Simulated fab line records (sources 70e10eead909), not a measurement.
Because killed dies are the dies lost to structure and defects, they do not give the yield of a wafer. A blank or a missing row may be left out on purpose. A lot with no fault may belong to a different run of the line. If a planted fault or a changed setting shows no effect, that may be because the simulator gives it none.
Which tool did it? :: flow nand harc :: Sampling: 24 lots, 72 wafers, 4 of 1302 route steps

== WHAT EACH GAUGE READ, for each wafer ==
NHARC_A_CHANNEL_HOLE_D2_INSPECT_40. Usual: raw defect count at 289, with a standard deviation of 80.
lot: L074
measured: day 13 12:32
on: defect inspect-01
raw defect count: 312 264 409
flag: 

lot: L075
measured: day 13 20:38
on: defect inspect-01
raw defect count: 289 292 322
flag: 

lot: L076
measured: day 13 22:52
on: defect inspect-01
raw defect count: 259 284 257
flag: 

lot: L077
measured: day 14 18:54
on: defect inspect-01
raw defect count: 435 320 339
flag: 

lot: L078
measured: day 14 18:29
on: defect inspect-02
raw defect count: 207 199 173
flag: 

lot: L079
measured: day 15 17:27
on: defect inspect-02
raw defect count: 339 304 381
flag: 

lot: L080
measured: day 15 18:14
on: defect inspect-02
raw defect count: 272 339 234
flag: 

lot: L081
measured: day 17 15:25
on: defect inspect-01
raw defect count: 292 288 543
flag: 

lot: L082
measured: day 17 16:49
on: defect inspect-01
raw defect count: 286 284 372
flag: 

lot: L083
measured: day 17 11:04
on: defect inspect-01
raw defect count: 284 406 223
flag: 

lot: L085
measured: day 18 03:23
on: defect inspect-01
raw defect count: 359 318 388
flag: 

lot: L084
measured: day 18 08:36
on: defect inspect-02
raw defect count: 348 342 341
flag: 

lot: L086
measured: day 18 15:38
on: defect inspect-01
raw defect count: 298 400 506
flag: 

lot: L087
measured: day 18 20:15
on: defect inspect-01
raw defect count: 283 316 223
flag: 

lot: L088
measured: day 19 22:53
on: defect inspect-01
raw defect count: 304 274 211
flag: 

lot: L089
measured: day 19 22:44
on: defect inspect-02
raw defect count: 307 260 289
flag: 

lot: L090
measured: day 20 02:47
on: defect inspect-02
raw defect count: 178 148 263
flag: 

lot: L091
measured: day 20 16:38
on: defect inspect-02
raw defect count: 286 289 226
flag: 

lot: L092
measured: day 20 14:56
on: defect inspect-02
raw defect count: 171 271 234
flag: 

lot: L093
measured: day 21 17:29
on: defect inspect-01
raw defect count: 195 172 222
flag: 

lot: L094
measured: day 22 13:05
on: defect inspect-01
raw defect count: 248 178 340
flag: 

lot: L095
measured: day 22 12:35
on: defect inspect-02
raw defect count: 264 170 249
flag: 

lot: L096
measured: day 22 23:38
on: defect inspect-02
raw defect count: 237 315 274
flag: 

lot: L097
measured: day 22 22:17
on: defect inspect-02
raw defect count: 189 215 166
flag: 

NHARC_A_CHANNEL_FILL_D2_INSPECT_13. Usual: raw defect count at 343, with a standard deviation of 120.
lot: L074
measured: day 15 18:11
on: defect inspect-01
raw defect count: 239 257 212
flag: 

lot: L075
measured: day 15 22:20
on: defect inspect-01
raw defect count: 258 304 413
flag: 

lot: L076
measured: day 16 05:15
on: defect inspect-02
raw defect count: 466 331 441
flag: 

lot: L077
measured: day 17 04:09
on: defect inspect-01
raw defect count: 421 626 617
flag: 

lot: L078
measured: day 17 04:02
on: defect inspect-01
raw defect count: 268 433 556
flag: 

lot: L079
measured: day 17 21:30
on: defect inspect-01
raw defect count: 620 359 310
flag: 

lot: L080
measured: day 17 21:34
on: defect inspect-01
raw defect count: 323 353 303
flag: 

lot: L081
measured: day 19 18:34
on: defect inspect-02
raw defect count: 503 294 291
flag: 

lot: L082
measured: day 19 18:29
on: defect inspect-01
raw defect count: 330 436 484
flag: 

lot: L083
measured: day 19 14:46
on: defect inspect-01
raw defect count: 314 260 377
flag: 

lot: L085
measured: day 20 03:55
on: defect inspect-02
raw defect count: 314 411 351
flag: 

lot: L084
measured: day 20 12:49
on: defect inspect-01
raw defect count: 330 223 315
flag: 

lot: L086
measured: day 20 18:37
on: defect inspect-01
raw defect count: 363 470 498
flag: 

lot: L087
measured: day 20 23:41
on: defect inspect-01
raw defect count: 270 310 388
flag: 

lot: L088
measured: day 22 01:23
on: defect inspect-02
raw defect count: 204 316 235
flag: 

lot: L089
measured: day 22 01:33
on: defect inspect-02
raw defect count: 380 409 327
flag: 

lot: L090
measured: day 22 01:31
on: defect inspect-01
raw defect count: 360 296 351
flag: 

lot: L091
measured: day 22 15:54
on: defect inspect-02
raw defect count: 344 236 306
flag: 

lot: L092
measured: day 22 15:53
on: defect inspect-01
raw defect count: 184 260 339
flag: 

lot: L093
measured: day 23 17:24
on: defect inspect-02
raw defect count: 178 257 352
flag: 

lot: L094
measured: day 24 13:16
on: defect inspect-02
raw defect count: 260 257 211
flag: 

lot: L095
measured: day 24 13:26
on: defect inspect-01
raw defect count: 199 189 206
flag: 

lot: L096
measured: day 24 22:26
on: defect inspect-01
raw defect count: 278 248 194
flag: 

lot: L097
measured: day 24 22:27
on: defect inspect-02
raw defect count: 255 366 356
flag: 

== TOOL THAT RAN EACH LOT (tool first, then ch and the chambers of the sampled wafers, then the start) ==
lot: L074
NHARC_A_ZERO_WELL_ETCH_13: rie si-03 ch 0,2,3, day 6 21:03
NHARC_A_CHANNEL_FILL_D2_ETCHBACK_19: rie si-02 ch 0,1,2, day 14 18:24

lot: L075
NHARC_A_ZERO_WELL_ETCH_13: rie si-01 ch 0,2,3, day 7 10:17
NHARC_A_CHANNEL_FILL_D2_ETCHBACK_19: rie si-02 ch 0,1,2, day 14 21:49

lot: L076
NHARC_A_ZERO_WELL_ETCH_13: rie si-03 ch 0,3, day 7 10:26
NHARC_A_CHANNEL_FILL_D2_ETCHBACK_19: rie si-04 ch 0,1,3, day 15 02:09

lot: L077
NHARC_A_ZERO_WELL_ETCH_13: rie si-01 ch 1,2,3, day 8 01:56
NHARC_A_CHANNEL_FILL_D2_ETCHBACK_19: rie si-02 ch 1,2, day 15 18:43

lot: L078
NHARC_A_ZERO_WELL_ETCH_13: rie si-03 ch 1,3, day 8 02:46
NHARC_A_CHANNEL_FILL_D2_ETCHBACK_19: rie si-05 ch 0,3, day 15 18:43

lot: L079
NHARC_A_ZERO_WELL_ETCH_13: rie si-06 ch 0,3, day 8 15:19
NHARC_A_CHANNEL_FILL_D2_ETCHBACK_19: rie si-02 ch 2,3, day 16 18:26

lot: L080
NHARC_A_ZERO_WELL_ETCH_13: rie si-03 ch 1,2,3, day 9 05:32
NHARC_A_CHANNEL_FILL_D2_ETCHBACK_19: rie si-04 ch 1,2,3, day 16 18:26

lot: L081
NHARC_A_ZERO_WELL_ETCH_13: rie si-06 ch 0,2,3, day 9 21:36
NHARC_A_CHANNEL_FILL_D2_ETCHBACK_19: rie si-04 ch 1,3, day 18 17:04

lot: L082
NHARC_A_ZERO_WELL_ETCH_13: rie si-01 ch 0,1,2, day 10 08:38
NHARC_A_CHANNEL_FILL_D2_ETCHBACK_19: rie si-05 ch 0,1,3, day 18 13:49

lot: L083
NHARC_A_ZERO_WELL_ETCH_13: rie si-06 ch 1,2, day 10 13:35
NHARC_A_CHANNEL_FILL_D2_ETCHBACK_19: rie si-04 ch 2,3, day 18 13:48

lot: L085
NHARC_A_ZERO_WELL_ETCH_13: rie si-03 ch 2,3, day 11 04:11
NHARC_A_CHANNEL_FILL_D2_ETCHBACK_19: rie si-05 ch 0,3, day 19 03:46

lot: L084
NHARC_A_ZERO_WELL_ETCH_13: rie si-06 ch 0,1,3, day 11 06:04
NHARC_A_CHANNEL_FILL_D2_ETCHBACK_19: rie si-04 ch 0,3, day 19 09:00

lot: L086
NHARC_A_ZERO_WELL_ETCH_13: rie si-03 ch 0,2,3, day 11 16:38
NHARC_A_CHANNEL_FILL_D2_ETCHBACK_19: rie si-04 ch 1,2,3, day 19 18:49

lot: L087
NHARC_A_ZERO_WELL_ETCH_13: rie si-03 ch 0,1,3, day 12 01:58
NHARC_A_CHANNEL_FILL_D2_ETCHBACK_19: rie si-04 ch 0,2, day 19 23:38

lot: L088
NHARC_A_ZERO_WELL_ETCH_13: rie si-03 ch 0,1,3, day 12 23:27
NHARC_A_CHANNEL_FILL_D2_ETCHBACK_19: rie si-04 ch 1,2,3, day 20 22:35

lot: L089
NHARC_A_ZERO_WELL_ETCH_13: rie si-01 ch 1,3, day 13 00:08
NHARC_A_CHANNEL_FILL_D2_ETCHBACK_19: rie si-02 ch 1,2,3, day 20 22:33

lot: L090
NHARC_A_ZERO_WELL_ETCH_13: rie si-03 ch 0,1,2, day 13 10:02
NHARC_A_CHANNEL_FILL_D2_ETCHBACK_19: rie si-02 ch 0,1,2, day 21 02:57

lot: L091
NHARC_A_ZERO_WELL_ETCH_13: rie si-01 ch 0,1, day 14 01:22
NHARC_A_CHANNEL_FILL_D2_ETCHBACK_19: rie si-05 ch 0,1, day 21 16:25

lot: L092
NHARC_A_ZERO_WELL_ETCH_13: rie si-06 ch 1,2,3, day 14 02:08
NHARC_A_CHANNEL_FILL_D2_ETCHBACK_19: rie si-04 ch 0,1,2, day 21 16:25

lot: L093
NHARC_A_ZERO_WELL_ETCH_13: rie si-03 ch 0,1,2, day 14 18:55
NHARC_A_CHANNEL_FILL_D2_ETCHBACK_19: rie si-02 ch 1,2, day 22 17:22

lot: L094
NHARC_A_ZERO_WELL_ETCH_13: rie si-03 ch 0,1,2, day 15 06:20
NHARC_A_CHANNEL_FILL_D2_ETCHBACK_19: rie si-05 ch 0,1,2, day 23 13:15

lot: L095
NHARC_A_ZERO_WELL_ETCH_13: rie si-01 ch 0,2,3, day 15 12:03
NHARC_A_CHANNEL_FILL_D2_ETCHBACK_19: rie si-02 ch 1,3, day 23 13:14

lot: L096
NHARC_A_ZERO_WELL_ETCH_13: rie si-03 ch 0,2,3, day 15 23:19
NHARC_A_CHANNEL_FILL_D2_ETCHBACK_19: rie si-05 ch 0,1, day 23 22:30

lot: L097
NHARC_A_ZERO_WELL_ETCH_13: rie si-03 ch 0,1,2, day 16 10:29
NHARC_A_CHANNEL_FILL_D2_ETCHBACK_19: rie si-04 ch 0,2,3, day 23 22:30
- NHARC_A_ZERO_WELL_ETCH_13: etches the open film in HBr/Cl2, target depth 120 nm, time 40.1 s.
- NHARC_A_CHANNEL_FILL_D2_ETCHBACK_19: etches the open film in HBr/Cl2, target depth 5 nm, time 1.7 s.

== AS READ BY THE TOOLS THEMSELVES (means over the sampled wafers that have a number; for cases with no such wafer, the mark the record gives instead) ==
NHARC_A_ZERO_WELL_ETCH_13. Usual: drypump motor current A 5.92 A, standard deviation 0.3; oes product au 1.002 a.u., standard deviation 0.01; throttle valve pct 26.405 %, standard deviation 0.0089.
lot: L074
tool: rie si-03
drypump motor current A (A): 5.85
oes product au (a.u.): 0.989
throttle valve pct (%): 26.406
flag: 

lot: L075
tool: rie si-01
drypump motor current A (A): 6.03
oes product au (a.u.): 0.995
throttle valve pct (%): 26.407
flag: 

lot: L076
tool: rie si-03
drypump motor current A (A): 5.88
oes product au (a.u.): 1.004
throttle valve pct (%): 26.400
flag: 

lot: L077
tool: rie si-01
drypump motor current A (A): 6.08
oes product au (a.u.): 0.995
throttle valve pct (%): 26.396
flag: 

lot: L078
tool: rie si-03
drypump motor current A (A): 6.04
oes product au (a.u.): 1.004
throttle valve pct (%): 26.406
flag: 

lot: L079
tool: rie si-06
drypump motor current A (A): 5.40
oes product au (a.u.): 1.007
throttle valve pct (%): 26.406
flag: 

lot: L080
tool: rie si-03
drypump motor current A (A): 5.85
oes product au (a.u.): 0.996
throttle valve pct (%): 26.401
flag: 

lot: L081
tool: rie si-06
drypump motor current A (A): 5.50
oes product au (a.u.): 1.009
throttle valve pct (%): 26.399
flag: 

lot: L082
tool: rie si-01
drypump motor current A (A): 6.05
oes product au (a.u.): 0.999
throttle valve pct (%): 26.408
flag: 

lot: L083
tool: rie si-06
drypump motor current A (A): 5.97
oes product au (a.u.): 1.000
throttle valve pct (%): 26.399
flag: 

lot: L085
tool: rie si-03
drypump motor current A (A): 5.67
oes product au (a.u.): 1.008
throttle valve pct (%): 26.395
flag: 

lot: L084
tool: rie si-06
drypump motor current A (A): 5.67
oes product au (a.u.): 1.003
throttle valve pct (%): 26.413
flag: 

lot: L086
tool: rie si-03
drypump motor current A (A): 5.85
oes product au (a.u.): 1.015
throttle valve pct (%): 26.411
flag: 

lot: L087
tool: rie si-03
drypump motor current A (A): 6.02
oes product au (a.u.): 1.008
throttle valve pct (%): 26.405
flag: 

lot: L088
tool: rie si-03
drypump motor current A (A): 6.02
oes product au (a.u.): 0.998
throttle valve pct (%): 26.409
flag: 

lot: L089
tool: rie si-01
drypump motor current A (A): 6.30
oes product au (a.u.): 0.999
throttle valve pct (%): 26.412
flag: 

lot: L090
tool: rie si-03
drypump motor current A (A): 6.00
oes product au (a.u.): 0.989
throttle valve pct (%): 26.403
flag: 

lot: L091
tool: rie si-01
drypump motor current A (A): 6.29
oes product au (a.u.): 0.994
throttle valve pct (%): 26.414
flag: 

lot: L092
tool: rie si-06
drypump motor current A (A): 5.78
oes product au (a.u.): 1.003
throttle valve pct (%): 26.401
flag: 

lot: L093
tool: rie si-03
drypump motor current A (A): 6.02
oes product au (a.u.): 1.006
throttle valve pct (%): 26.406
flag: 

lot: L094
tool: rie si-03
drypump motor current A (A): 5.97
oes product au (a.u.): 1.002
throttle valve pct (%): 26.395
flag: 

lot: L095
tool: rie si-01
drypump motor current A (A): 6.04
oes product au (a.u.): 0.994
throttle valve pct (%): 26.405
flag: 

lot: L096
tool: rie si-03
drypump motor current A (A): 5.85
oes product au (a.u.): 1.010
throttle valve pct (%): 26.408
flag: 

lot: L097
tool: rie si-03
drypump motor current A (A): 6.02
oes product au (a.u.): 1.003
throttle valve pct (%): 26.405
flag: 

NHARC_A_CHANNEL_FILL_D2_ETCHBACK_19. Usual: drypump motor current A 5.7 A, standard deviation 0.45; oes product au 1.003 a.u., standard deviation 0.01; throttle valve pct 26.406 %, standard deviation 0.0087.
lot: L074
tool: rie si-02
drypump motor current A (A): 5.7
oes product au (a.u.): 1.019
throttle valve pct (%): 26.411
flag: 

lot: L075
tool: rie si-02
drypump motor current A (A): 5.7
oes product au (a.u.): 1.010
throttle valve pct (%): 26.404
flag: 

lot: L076
tool: rie si-04
drypump motor current A (A): 6.2
oes product au (a.u.): 0.985
throttle valve pct (%): 26.407
flag: 

lot: L077
tool: rie si-02
drypump motor current A (A): 5.5
oes product au (a.u.): 1.004
throttle valve pct (%): 26.407
flag: 

lot: L078
tool: rie si-05
drypump motor current A (A): 5.4
oes product au (a.u.): 0.995
throttle valve pct (%): 26.406
flag: 

lot: L079
tool: rie si-02
drypump motor current A (A): 5.5
oes product au (a.u.): 1.001
throttle valve pct (%): 26.401
flag: 

lot: L080
tool: rie si-04
drypump motor current A (A): 5.9
oes product au (a.u.): 1.008
throttle valve pct (%): 26.402
flag: 

lot: L081
tool: rie si-04
drypump motor current A (A): 6.2
oes product au (a.u.): 1.009
throttle valve pct (%): 26.409
flag: 

lot: L082
tool: rie si-05
drypump motor current A (A): 5.6
oes product au (a.u.): 0.997
throttle valve pct (%): 26.409
flag: 

lot: L083
tool: rie si-04
drypump motor current A (A): 6.0
oes product au (a.u.): 1.006
throttle valve pct (%): 26.408
flag: 

lot: L085
tool: rie si-05
drypump motor current A (A): 5.3
oes product au (a.u.): 0.986
throttle valve pct (%): 26.402
flag: 

lot: L084
tool: rie si-04
drypump motor current A (A): 6.3
oes product au (a.u.): 1.008
throttle valve pct (%): 26.399
flag: 

lot: L086
tool: rie si-04
drypump motor current A (A): 5.9
oes product au (a.u.): 1.004
throttle valve pct (%): 26.415
flag: 

lot: L087
tool: rie si-04
drypump motor current A (A): 5.9
oes product au (a.u.): 0.990
throttle valve pct (%): 26.407
flag: 

lot: L088
tool: rie si-04
drypump motor current A (A): 5.9
oes product au (a.u.): 1.007
throttle valve pct (%): 26.400
flag: 

lot: L089
tool: rie si-02
drypump motor current A (A): 5.3
oes product au (a.u.): 1.004
throttle valve pct (%): 26.410
flag: 

lot: L090
tool: rie si-02
drypump motor current A (A): 5.7
oes product au (a.u.): 1.012
throttle valve pct (%): 26.404
flag: 

lot: L091
tool: rie si-05
drypump motor current A (A): 5.6
oes product au (a.u.): 1.007
throttle valve pct (%): 26.406
flag: 

lot: L092
tool: rie si-04
drypump motor current A (A): 5.9
oes product au (a.u.): 0.996
throttle valve pct (%): 26.406
flag: 

lot: L093
tool: rie si-02
drypump motor current A (A): 5.5
oes product au (a.u.): 1.006
throttle valve pct (%): 26.416
flag: 

lot: L094
tool: rie si-05
drypump motor current A (A): 5.8
oes product au (a.u.): 0.996
throttle valve pct (%): 26.407
flag: 

lot: L095
tool: rie si-02
drypump motor current A (A): 5.1
oes product au (a.u.): 1.014
throttle valve pct (%): 26.407
flag: 

lot: L096
tool: rie si-05
drypump motor current A (A): 5.8
oes product au (a.u.): 1.002
throttle valve pct (%): 26.401
flag: 

lot: L097
tool: rie si-04
drypump motor current A (A): 6.0
oes product au (a.u.): 0.999
throttle valve pct (%): 26.405
flag: 

== THE ANSWER, worked out from the rows above alone ==
Rule: a lot counts as off when the mean over its wafers that have a number is more than 3 standard deviations away from the usual mean. A lot without any number at a reading at which 4 lots or more have one is off too. All remaining lots with rows at the step are treated as sound. First the gauges in route order, then the tools' own readings, where a lot's mean is used as printed above. The first step at which some lot is off is used, and at that step the reading that is off furthest; a lot without a number counts as furthest.
No lot is off on any of the readings shown, so nothing can be concluded from this.

== WHAT THE SIMULATOR HAD INSERTED ==
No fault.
